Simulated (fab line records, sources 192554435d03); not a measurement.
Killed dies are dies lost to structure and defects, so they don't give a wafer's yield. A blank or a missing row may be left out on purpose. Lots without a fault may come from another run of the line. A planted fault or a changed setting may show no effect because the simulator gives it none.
Chamber matching | flow n5_finfet | N5_BEOL_M13_ETCH_67 on rie_diel-01: 4 sister chambers
The step etches SiARC in CF4, target depth 143 nm, time 238.3 s. 14 wafers are shown with their chamber, then 7 later ones without.

WAFERS WITH THEIR CHAMBER
wafer  | chamber | showerhead_plenum_p_Torr (Torr) | throttle_valve_pct (%) | drypump_motor_current_A (A)
L075.1 | 2       | 2.11                            | 15.36                  | 5.6
L075.4 | 0       | 2.25                            | 15.53                  | 5.0
L075.5 | 3       | 2.17                            | 15.54                  | 5.4
L078.3 | 3       | 2.17                            | 15.56                  | 5.4
L078.5 | 1       | 2.26                            | 15.18                  | 5.9
L078.6 | 2       | 2.11                            | 15.36                  | 5.5
L079.2 | 1       | 2.25                            | 15.20                  | 5.9
L079.4 | 1       | 2.25                            | 15.19                  | 6.0
L079.5 | 3       | 2.16                            | 15.56                  | 5.4
L084.2 | 0       | 2.25                            | 15.56                  | 5.1
L084.3 | 2       | 2.11                            | 15.39                  | 5.5
L084.6 | 1       | 2.25                            | 15.21                  | 6.0
L087.1 | 3       | 2.16                            | 15.57                  | 5.4
L087.3 | 2       | 2.11                            | 15.40                  | 5.6

SIGNATURES (means of the wafers above)
reading                  | chamber 0 | chamber 1 | chamber 2 | chamber 3 | scatter within a chamber
showerhead_plenum_p_Torr | 2.2500    | 2.2525    | 2.1100    | 2.1650    | 0.00418
throttle_valve_pct       | 15.5450   | 15.1950   | 15.3775   | 15.5575   | 0.0164
drypump_motor_current_A  | 5.050     | 5.950     | 5.550     | 5.400     | 0.05
Rule: a wafer's distance from a chamber is the root of the sum, over the readings, of the square of ((its reading less the chamber's mean) divided by the reading's scatter). The wafer belongs to the nearest chamber; if the next one is less than 2 further off, it can't be placed. The scatter: the root of (the sum of the squares of (reading less its chamber's mean) over the shown wafers, divided by (wafers less chambers)).

WAFERS WITHOUT THEIR CHAMBER
wafer  | showerhead_plenum_p_Torr (Torr) | throttle_valve_pct (%) | drypump_motor_current_A (A)
L087.5 | 2.11                            | 15.39                  | 5.5
L085.1 | 2.16                            | 15.59                  | 5.4
L085.5 | 2.11                            | 15.38                  | 5.5
L085.6 | 2.16                            | 15.56                  | 5.4
L091.2 | 2.25                            | 15.24                  | 6.0
L091.4 | 2.10                            | 15.44                  | 5.6
L091.5 | 2.24                            | 15.62                  | 5.1

WHICH CHAMBER EACH WENT THROUGH
wafer  | from the rows above | in truth
L087.5 | 2                   | 2
L085.1 | 3                   | 3
L085.5 | 2                   | 2
L085.6 | 3                   | 3
L091.2 | 1                   | 1
L091.4 | 2                   | 2
L091.5 | 0                   | 0
Placed correctly: 7 of 7. Can't be placed from these rows: 0. Placed wrongly: 0.
